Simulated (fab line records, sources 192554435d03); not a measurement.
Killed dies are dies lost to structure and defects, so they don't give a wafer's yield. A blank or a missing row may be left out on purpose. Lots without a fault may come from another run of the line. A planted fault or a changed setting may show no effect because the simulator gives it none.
Chamber matching | flow n5_finfet | N5_SD_EPI_P_ETCH_36 on rie_diel-04: 4 sister chambers
The step etches SiARC in CF4, target depth 45.5 nm, time 75.8 s. 20 wafers are shown with their chamber, then 10 later ones without.

WAFERS WITH THEIR CHAMBER
wafer  | chamber | drypump_motor_current_A (A) | showerhead_plenum_p_Torr (Torr) | throttle_valve_pct (%)
L081.2 | 1       | 6.1                         | 2.17                            | 15.47
L081.5 | 0       | 6.3                         | 2.02                            | 15.71
L081.6 | 3       | 6.0                         | 2.11                            | 15.86
L082.1 | 1       | 6.2                         | 2.17                            | 15.49
L082.2 | 2       | 5.5                         | 2.21                            | 15.89
L082.6 | 1       | 6.2                         | 2.17                            | 15.49
L083.4 | 1       | 6.2                         | 2.17                            | 15.50
L083.5 | 2       | 5.5                         | 2.21                            | 15.89
L083.6 | 3       | 6.0                         | 2.11                            | 15.86
L085.1 | 3       | 6.0                         | 2.11                            | 15.88
L085.4 | 1       | 6.2                         | 2.17                            | 15.50
L085.5 | 1       | 6.2                         | 2.17                            | 15.49
L086.1 | 0       | 6.3                         | 2.01                            | 15.71
L086.4 | 3       | 6.0                         | 2.10                            | 15.87
L086.6 | 3       | 6.0                         | 2.11                            | 15.88
L088.1 | 0       | 6.3                         | 2.01                            | 15.74
L088.3 | 2       | 5.5                         | 2.21                            | 15.91
L088.4 | 1       | 6.2                         | 2.17                            | 15.49
L089.4 | 1       | 6.2                         | 2.17                            | 15.52
L089.5 | 2       | 5.5                         | 2.20                            | 15.92

SIGNATURES (means of the wafers above)
reading                  | chamber 0 | chamber 1 | chamber 2 | chamber 3 | scatter within a chamber
drypump_motor_current_A  | 6.300     | 6.188     | 5.500     | 6.000     | 0.0234
showerhead_plenum_p_Torr | 2.0133    | 2.1700    | 2.2075    | 2.1080    | 0.00372
throttle_valve_pct       | 15.7200   | 15.4938   | 15.9025   | 15.8700   | 0.0138
Rule: a wafer's distance from a chamber is the root of the sum, over the readings, of the square of ((its reading less the chamber's mean) divided by the reading's scatter). The wafer belongs to the nearest chamber; if the next one is less than 2 further off, it can't be placed. The scatter: the root of (the sum of the squares of (reading less its chamber's mean) over the shown wafers, divided by (wafers less chambers)).

WAFERS WITHOUT THEIR CHAMBER
wafer  | drypump_motor_current_A (A) | showerhead_plenum_p_Torr (Torr) | throttle_valve_pct (%)
L089.6 | 6.3                         | 2.01                            | 15.74
L090.1 | 5.5                         | 2.20                            | 15.92
L090.2 | 6.2                         | 2.17                            | 15.53
L090.3 | 6.4                         | 2.01                            | 15.75
L091.1 | 6.2                         | 2.17                            | 15.52
L091.3 | 5.5                         | 2.20                            | 15.92
L091.6 | 6.3                         | 2.01                            | 15.73
L095.2 | 6.0                         | 2.10                            | 15.41
L095.4 | 6.2                         | 2.16                            | 15.56
L095.5 | 6.4                         | 2.01                            | 15.76

WHICH CHAMBER EACH WENT THROUGH
wafer  | from the rows above | in truth
L089.6 | 0                   | 0
L090.1 | 2                   | 2
L090.2 | 1                   | 1
L090.3 | 0                   | 0
L091.1 | 1                   | 1
L091.3 | 2                   | 2
L091.6 | 0                   | 0
L095.2 | 1                   | 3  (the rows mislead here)
L095.4 | 1                   | 1
L095.5 | 0                   | 0
Placed correctly: 9 of 10. Can't be placed from these rows: 0. Placed wrongly: 1.
